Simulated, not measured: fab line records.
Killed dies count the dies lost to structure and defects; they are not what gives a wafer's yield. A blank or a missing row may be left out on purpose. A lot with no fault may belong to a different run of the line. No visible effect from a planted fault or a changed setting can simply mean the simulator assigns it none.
Code-filled problem report in 8D (eight disciplines) form	flow n5-finfet	the parts of the form that need people (team, actions taken, sign-off) are left out

== 1. THE ISSUE ==
Wafers without a fault read 68.18, standard deviation 0.079; exposure-dose-mJ-cm2 at N5_BEOL_M6_EXPOSE_08 reads a mean of 67.10 on 6 wafers belonging to 2 lots. That puts it -14 standard deviations away from the usual mean.
The step: exposes mask M6.
Seen first at day 14 01:17 on arfi-scanner-02, wafer L272.2. Wafers with a number at this step in the record: 33, from 11 lots. By rule, "out" or "out of limits" means more than 4 standard deviations away from the usual mean. All remaining wafers that have a number are taken as sound.

== 2. WHAT IT IS, AND WHAT IT ISN'T ==
question	is	is not
which readings at this step	exposure-dose-mJ-cm2	stage-vel-mm-s
which lots	L272, L273	L263, L265, L267, L270, L274, L275, L277, L278, L283
which wafers of those lots	all that have a number	-
read on which tools	arfi-scanner-02	arfi-scanner-01, arfi-scanner-03
when	from day 14 01:17	up to then (12 sound wafers); but 15 sound wafers of L274, L275, L277, L278, L283 came after

== 3. WHAT RULES OUT EACH SUSPECT ==
Counting: a tool at a process step up to the reading stays a suspect if it ran every lot that is out and no sound lot after the first of them.
- arfi-scanner-02 at N5_BEOL_M6_EXPOSE_08 (exposes mask M6): kept. All lots that are out passed through it, beginning with L272 at day 14 01:17, and no sound lot followed; its final sound lot before that point was L267 at day 11 21:25. Its own readings are out on those wafers: exposure-dose-mJ-cm2.
Remaining after the count: arfi-scanner-02 at N5_BEOL_M6_EXPOSE_08.

== 4. THE CAUSE (what the simulator had put in) ==
Drift in process parameters on arfi-scanner-02 at N5_BEOL_M6_EXPOSE_08, starting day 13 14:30. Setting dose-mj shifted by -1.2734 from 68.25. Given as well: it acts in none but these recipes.
This tool alone remained once counting was done.

== 5. SEQUENCE OF EFFECTS, ordered by route ==
Each row: a reading whose mean over the struck wafers that have a number lies more than 3 standard deviations from the usual. Readings are gone through only where the record gives a usual standard deviation; hours: the median, over the lots, of the time from a lot's start at the first step in this table giving one to that lot's start at this step; sigmas: the change measured in usual standard deviations.
hours	step	reading	usual	on struck wafers	change	sigmas
0	N5_BEOL_M6_EXPOSE_08	exposure-dose-mJ-cm2	68.18	67.10	-1.08	-14
Its process steps:
- N5_BEOL_M6_EXPOSE_08: exposes mask M6.

== 6. HOW IT WOULD HAVE BEEN CAUGHT EARLIER ==
In this record the first reading out of limits was taken at day 14 01:17, 11 hours after the fault began at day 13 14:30.
